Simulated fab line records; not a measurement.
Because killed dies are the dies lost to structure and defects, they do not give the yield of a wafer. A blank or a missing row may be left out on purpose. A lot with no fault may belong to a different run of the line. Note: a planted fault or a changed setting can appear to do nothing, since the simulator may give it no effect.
Chamber matching | flow nandHarc | rieDiel-07 running NHARC_THIN_TSV_ETCHBACK_48: 4 sister chambers
The step etches the open film in C4F8/Ar, target depth 1028.5 nm, time 405.17 s. 14 wafers are shown with their chamber, then 7 later ones without.

## WAFERS, EACH WITH ITS CHAMBER
wafer  | chamber | rfVppV (V) | oesProductAu (a.u.)
L547.3 | 0       | 542.9      | 0.93
L547.4 | 3       | 546.5      | 0.93
L547.5 | 0       | 544.0      | 0.92
L546.1 | 0       | 541.9      | 0.92
L546.2 | 1       | 545.9      | 0.92
L546.4 | 3       | 545.8      | 0.93
L549.3 | 1       | 541.9      | 0.91
L549.4 | 3       | 546.6      | 0.92
L549.5 | 0       | 542.2      | 0.92
L548.1 | 0       | 542.1      | 0.98
L548.5 | 1       | 544.3      | 0.97
L548.6 | 2       | 549.0      | 0.97
L553.1 | 0       | 543.6      | 0.92
L553.3 | 3       | 548.2      | 0.92

SIGNATURES, as means of the wafers listed above
reading      | chamber 0 | chamber 1 | chamber 2 | chamber 3 | scatter within a chamber
rfVppV       | 542.783   | 544.033   | 549.000   | 546.775   | 1.22
oesProductAu | 0.9317    | 0.9333    | 0.9700    | 0.9250    | 0.0225
Rule: distance of a wafer from a chamber = root of the sum over the readings of ((wafer's reading minus chamber's mean) / reading's scatter) squared. The wafer belongs to the nearest chamber; if the next one is less than 2 further off, it can't be placed. The scatter is the square root of a quotient: the sum, over the shown wafers, of each reading's squared deviation from its chamber's mean, divided by wafers minus chambers.

## WAFERS WHOSE CHAMBER IS MISSING
wafer  | rfVppV (V) | oesProductAu (a.u.)
L553.6 | 541.8      | 0.92
L559.1 | 543.6      | 0.93
L559.2 | 543.8      | 0.92
L559.6 | 544.0      | 0.93
L566.1 | 543.1      | 0.92
L566.2 | 545.2      | 0.92
L566.4 | 546.3      | 0.93

## THE CHAMBER EACH PASSED THROUGH
wafer  | from the rows above          | in truth
L553.6 | can't be placed: 0 or 1      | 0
L559.1 | can't be placed: 1 or 0      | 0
L559.2 | can't be placed: 1 or 0 or 3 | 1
L559.6 | can't be placed: 1 or 0      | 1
L566.1 | can't be placed: 0 or 1      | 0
L566.2 | can't be placed: 1 or 3 or 0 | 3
L566.4 | can't be placed: 3 or 1      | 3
Correct placement for 0 of the 7. These rows do not allow placing 7 (true chamber among the candidates in 7). 0 placed wrongly.
